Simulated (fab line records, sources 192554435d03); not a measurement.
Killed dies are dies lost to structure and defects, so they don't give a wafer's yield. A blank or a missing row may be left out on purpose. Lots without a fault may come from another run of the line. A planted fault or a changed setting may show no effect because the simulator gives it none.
fab line records | flow n5_finfet | part 2 of 2: steps 19 to 25 of 25
record lots=5 wafers=15 last_day=18
route steps=1938 shown BEOL_M7@1282
lots that met no fault: from a run of the same line without faults
start_h: hours from the record's first day to the start of the lot's first wafer shown | wait_h: hours since the lot's step before | " the same as in the row above | L1.1+2: a row that stands for several wafers | - no value, or no start given | * or withheld: withheld | < > ~ a bound
route shown NAME@n: a module of which the file shows steps, and the number in the route of the first | usual: mean/standard deviation of fault-free wafers | same: alike in all rows | chamber/n: place in a boat | sites: the reading at each site | _std_site: their standard deviation | _edge_site: outer sites' mean less inner sites' | radius_mm: how far each site lies from the wafer's centre | mask NAME#n: copy n | behind: the tool/chamber that last shaped the wafer | hold: why the lot was held/for how many hours/how that ended | device: the transistor (n, p or np) that didn't switch | end of line: the same wafers' tests at the end of the route | a step without rows: its recipe alone | killed: dies lost to structure and defects at the first sort, not the wafer's yield | map: a wafer's dies, x killed, . not, _ none there
set.NAME: the setting as run; set.NAME@STEP: as run at that earlier step | model.NAME: the simulator's own value behind a step, which no gauge read
lots at some steps of the route; a table a step, a row a wafer
services: from which hour (start_h, from the record's first day; less than 0 if before it) a tool's chamber was out of use, for how many hours, and why
## steps
# step N5_BEOL_M7_ETCH_72
# recipe chemistry=N2/H2 target=underlayer target_depth_a=65 mask_material=CAR-EUV time_s=5.2 ion_energy_ev=200 pressure_mtorr=30 source_w=840 bias_w=150 n2_flow_sccm=200 h2_flow_sccm=200 ends=cleared
# usual drypump_motor_current_A=5.9/0.45 etch_rf_on_time_s=5.22/0.14 n2_flow_sccm=200.0/0.61 oes_product_au=0.68/0.068 rf_vpp_V=524.9/2.9 showerhead_plenum_p_Torr=2.58/0.088 throttle_valve_pct=17.96/0.23
# columns lot.wafer tool chamber start_h wait_h drypump_motor_current_A etch_rf_on_time_s n2_flow_sccm oes_product_au rf_hours_counter_h rf_vpp_V showerhead_plenum_p_Torr throttle_valve_pct
L077.2 rie_diel-03 2 206.81 0.0 6.1 5.43 199.4 0.60 225 525.6 2.62 18.11
L077.3 " 3 " " 5.6 5.33 199.0 0.61 187 524.7 2.52 17.90
L077.6 " 1 " " 6.1 5.26 200.2 0.63 - 524.7 2.53 17.87
L078.1 rie_diel-03 0 226.23 0.0 5.9 5.10 200.5 0.67 104 523.2 2.57 17.95
L078.2 " 3 " " 5.7 5.29 199.9 0.61 192 522.2 2.52 17.91
L078.6 " 0 " " 5.9 5.20 199.0 0.68 - 525.0 2.57 17.99
L085.1 rie_diel-06 1 274.49 0.0 6.3 5.33 199.3 0.63 186 526.8 2.65 18.52
L085.5 " 0 " " 5.8 5.29 199.7 0.77 - 524.9 2.59 17.98
L085.6 " 1 " " 6.3 5.32 200.7 0.63 - 526.9 2.65 18.50
L094.1 rie_diel-06 1 322.53 0.0 6.3 5.31 199.9 0.60 207 525.1 2.65 18.55
L094.4 " 2 " " 5.5 4.94 199.7 0.76 29 531.1 2.69 17.66
L094.6 " 1 " " 6.3 5.33 200.4 0.62 - 525.9 2.64 18.55
L091.1 rie_diel-03 0 349.46 0.0 5.9 5.18 199.3 0.65 146 523.6 2.55 18.08
L091.2 " 3 " " 5.7 5.27 200.4 0.59 233 522.4 2.50 17.99
L091.6 " 1 " " 6.1 5.28 200.7 0.60 - 522.6 2.51 17.95
# step N5_BEOL_M7_ETCH_65
# recipe chemistry=CF4 target=SiARC target_depth_a=156 mask_material=CAR-EUV time_s=26 ion_energy_ev=80 pressure_mtorr=40 source_w=545 bias_w=36 Ar_flow_sccm=100 cf4_flow_sccm=100 ends=cleared
# usual drypump_motor_current_A=5.9/0.45 etch_rf_on_time_s=26.2/0.64 oes_product_au=0.68/0.069 rf_vpp_V=184.3/1.1 showerhead_plenum_p_Torr=2.17/0.069 throttle_valve_pct=15.70/0.17
# columns lot.wafer tool chamber start_h wait_h drypump_motor_current_A etch_rf_on_time_s oes_product_au rf_hours_counter_h rf_vpp_V showerhead_plenum_p_Torr throttle_valve_pct
L077.2 rie_diel-03 2 206.83 0.0 6.1 26.8 0.60 225 184.3 2.21 15.95
L077.3 " 3 " " 5.6 26.5 0.62 187 183.6 2.14 15.82
L077.6 " 1 " " 6.1 26.7 0.63 - 185.5 2.14 15.69
L078.1 rie_diel-03 0 226.25 0.0 5.9 25.8 0.68 104 183.2 2.16 15.66
L078.2 " 3 " " 5.6 26.1 0.61 192 184.2 2.14 15.82
L078.6 " 0 " " 5.9 25.9 0.68 - 185.7 2.16 15.67
L085.1 rie_diel-06 1 274.51 0.0 6.3 26.4 0.63 186 184.9 2.21 15.99
L085.5 " 0 " " 5.8 26.5 0.77 - 184.8 2.19 15.75
L085.6 " 1 " " 6.4 26.2 0.63 - 185.8 2.21 15.98
L094.1 rie_diel-06 1 322.54 0.0 6.3 26.6 0.61 207 184.1 2.20 16.04
L094.4 " 2 " " 5.5 24.7 0.77 29 187.5 2.27 15.45
L094.6 " 1 " " 6.3 26.6 0.62 - 184.4 2.20 16.03
L091.1 rie_diel-03 0 349.48 0.0 5.9 26.0 0.65 146 184.0 2.15 15.74
L091.2 " 3 " " 5.7 26.1 0.59 233 184.9 2.13 15.88
L091.6 " 1 " " 6.1 26.5 0.60 - 183.3 2.13 15.78
# step N5_BEOL_M7_ETCH_66
# recipe chemistry=N2/H2 target=SOC target_depth_a=800 overetch_a=160 mask_material=SiARC temp_c=40 time_s=120 ion_energy_ev=200 pressure_mtorr=30 source_w=840 bias_w=150 n2_flow_sccm=200 h2_flow_sccm=200
# usual drypump_motor_current_A=5.9/0.45 n2_flow_sccm=200.1/0.58 oes_product_au=0.61/0.055 rf_vpp_V=524.5/2.5 showerhead_plenum_p_Torr=2.58/0.088 throttle_valve_pct=17.92/0.23
# columns lot.wafer tool chamber start_h wait_h drypump_motor_current_A n2_flow_sccm oes_product_au rf_hours_counter_h rf_vpp_V showerhead_plenum_p_Torr throttle_valve_pct
L077.2 rie_diel-03 2 206.86 0.0 6.1 199.4 0.55 225 525.6 2.62 18.09
L077.3 " 3 " " 5.6 199.4 0.56 187 523.1 2.52 17.85
L077.6 " 1 " " 6.1 200.2 0.57 - 523.4 2.53 17.82
L078.1 rie_diel-03 0 226.28 0.0 5.9 200.3 0.61 104 524.5 2.57 17.94
L078.2 " 3 " " 5.6 199.1 0.56 192 522.5 2.52 17.85
L078.6 " 0 " " 5.9 200.2 0.61 - 523.8 2.57 17.93
L085.1 rie_diel-06 1 274.54 0.0 6.4 200.0 0.57 186 526.6 2.65 18.46
L085.5 " 0 " " 5.8 200.6 0.69 - 524.9 2.59 17.91
L085.6 " 1 " " 6.3 199.9 0.57 - 526.9 2.65 18.48
L094.1 rie_diel-06 1 322.57 0.0 6.4 200.3 0.56 207 526.1 2.65 18.51
L094.4 " 2 " " 5.5 200.3 0.67 29 526.8 2.69 17.61
L094.6 " 1 " " 6.4 200.0 0.56 - 526.6 2.65 18.51
L091.1 rie_diel-03 0 349.50 0.0 5.9 199.8 0.58 146 523.7 2.55 17.99
L091.2 " 3 " " 5.7 200.7 0.53 233 522.4 2.50 17.93
L091.6 " 1 " " 6.1 200.7 0.55 - 522.6 2.51 17.93
# step N5_BEOL_M7_STRIP_69
# recipe chemistry=N2/H2 temp_c=40 n2_flow_sccm=200 h2_flow_sccm=200 rf_frequency_hz=6e+07
# columns lot.wafer tool chamber start_h wait_h
L077.2+3+6 rie_diel-03 2,3,1 206.94 0.0
L078.1+2+6 rie_diel-03 0,3,0 226.36 0.0
L085.1+5+6 rie_diel-06 1,0,1 274.62 0.0
L094.1+4+6 rie_diel-06 1,2,1 322.65 0.0
L091.1+2+6 rie_diel-03 0,3,1 349.58 0.0
# step N5_BEOL_M7_STRIP_73
# recipe chemistry=N2/H2 temp_c=40 n2_flow_sccm=200 h2_flow_sccm=200 rf_frequency_hz=6e+07
# columns lot.wafer tool chamber start_h wait_h
L077.2+3+6 rie_diel-03 2,3,1 206.95 0.0
L078.1+2+6 rie_diel-03 0,3,0 226.37 0.0
L085.1+5+6 rie_diel-06 1,0,1 274.63 0.0
L094.1+4+6 rie_diel-06 1,2,1 322.66 0.0
L091.1+2+6 rie_diel-03 0,3,1 349.59 0.0
# step N5_BEOL_M7_VIA_ETCH_34
# recipe chemistry=C4F6/O2 target=SiCOH_lowk target_depth_a=1255 mask_material=SOC taper_deg=4 time_s=50.5 ion_energy_ev=250 pressure_mtorr=30 source_w=345 bias_w=185 Ar_flow_sccm=300 C4F6_flow_sccm=10 O2_flow_sccm=10
# usual C4F6_flow_sccm=10.002/0.026 drypump_motor_current_A=5.9/0.45 oes_product_au=0.79/0.081 rf_vpp_V=672/9.7 showerhead_plenum_p_Torr=2.89/0.091 throttle_valve_pct=21.03/0.16
# columns lot.wafer tool chamber start_h wait_h C4F6_flow_sccm drypump_motor_current_A oes_product_au rf_hours_counter_h rf_vpp_V showerhead_plenum_p_Torr throttle_valve_pct
L077.2 rie_diel-03 2 206.96 0.0 9.994 6.1 0.70 225 666 2.92 21.13
L077.3 " 3 " " 9.956 5.6 0.71 187 653 2.84 21.02
L077.6 " 1 " " 9.974 6.1 0.72 - 667 2.87 21.05
L078.1 rie_diel-03 0 226.38 0.0 10.002 5.9 0.79 104 675 2.89 21.08
L078.2 " 3 " " 9.967 5.6 0.71 192 651 2.83 21.04
L078.6 " 0 " " 9.993 5.9 0.80 - 673 2.89 21.06
L085.1 rie_diel-06 1 274.64 0.0 10.023 6.3 0.74 186 683 2.94 21.31
L085.5 " 0 " " 10.031 5.8 0.91 - 678 2.90 21.07
L085.6 " 1 " " 10.011 6.3 0.73 - 682 2.94 21.31
L094.1 rie_diel-06 1 322.67 0.0 9.966 6.3 0.72 207 682 2.93 21.35
L094.4 " 2 " " 10.011 5.4 0.90 29 670 3.03 20.86
L094.6 " 1 " " 9.985 6.4 0.72 - 680 2.93 21.35
L091.1 rie_diel-03 0 349.60 0.0 10.039 5.9 0.75 146 672 2.87 21.13
L091.2 " 3 " " 10.014 5.7 0.69 233 652 2.81 21.10
L091.6 " 1 " " 9.973 6.1 0.70 - 664 2.84 21.14
# step N5_BEOL_M7_STRIP_76
# recipe chemistry=C4F6/O2 resist=SiARC rf_frequency_hz=6e+07
# columns lot.wafer tool chamber start_h wait_h
L077.2+3+6 rie_diel-03 2,3,1 207.00 0.0
L078.1+2+6 rie_diel-03 0,3,0 226.42 0.0
L085.1+5+6 rie_diel-06 1,0,1 274.68 0.0
L094.1+4+6 rie_diel-06 1,2,1 322.71 0.0
L091.1+2+6 rie_diel-03 0,3,1 349.65 0.0
## services
# columns tool chamber start_h hours kind
euv_scanner-01 - 183.78 1.0 pm
rie_diel-05 1 185.48 11.0 repair
rie_metal-02 1 198.86 9.7 repair
rie_diel-03 3 202.61 2.6 repair
euv_scanner-02 - 202.63 4.6 pm
euv_scanner-02 - 215.27 0.1 repair
euv_scanner-02 - 223.17 1.0 pm
euv_scanner-01 - 228.10 1.5 repair
rie_diel-06 - 230.51 0.5 repair
rie_diel-06 2 237.70 13.5 repair
euv_scanner-01 - 239.93 1.0 pm
euv_scanner-02 - 249.57 12.0 pm
euv_scanner-01 - 274.77 1.3 repair
euv_scanner-02 - 279.32 1.0 pm
euv_scanner-02 - 291.07 5.9 repair
euv_scanner-01 - 296.94 4.6 pm
rie_diel-03 2 302.30 - clean
rie_diel-03 2 302.30 - consumable_replace:focus_ring
rie_diel-03 2 302.30 18.9 scheduled_down
rie_diel-05 3 311.98 18.2 repair
rie_metal-03 1 315.84 18.4 repair
rie_diel-05 2 324.13 30.9 repair
euv_scanner-02 - 335.47 1.0 pm
euv_scanner-01 - 343.78 5.8 pm
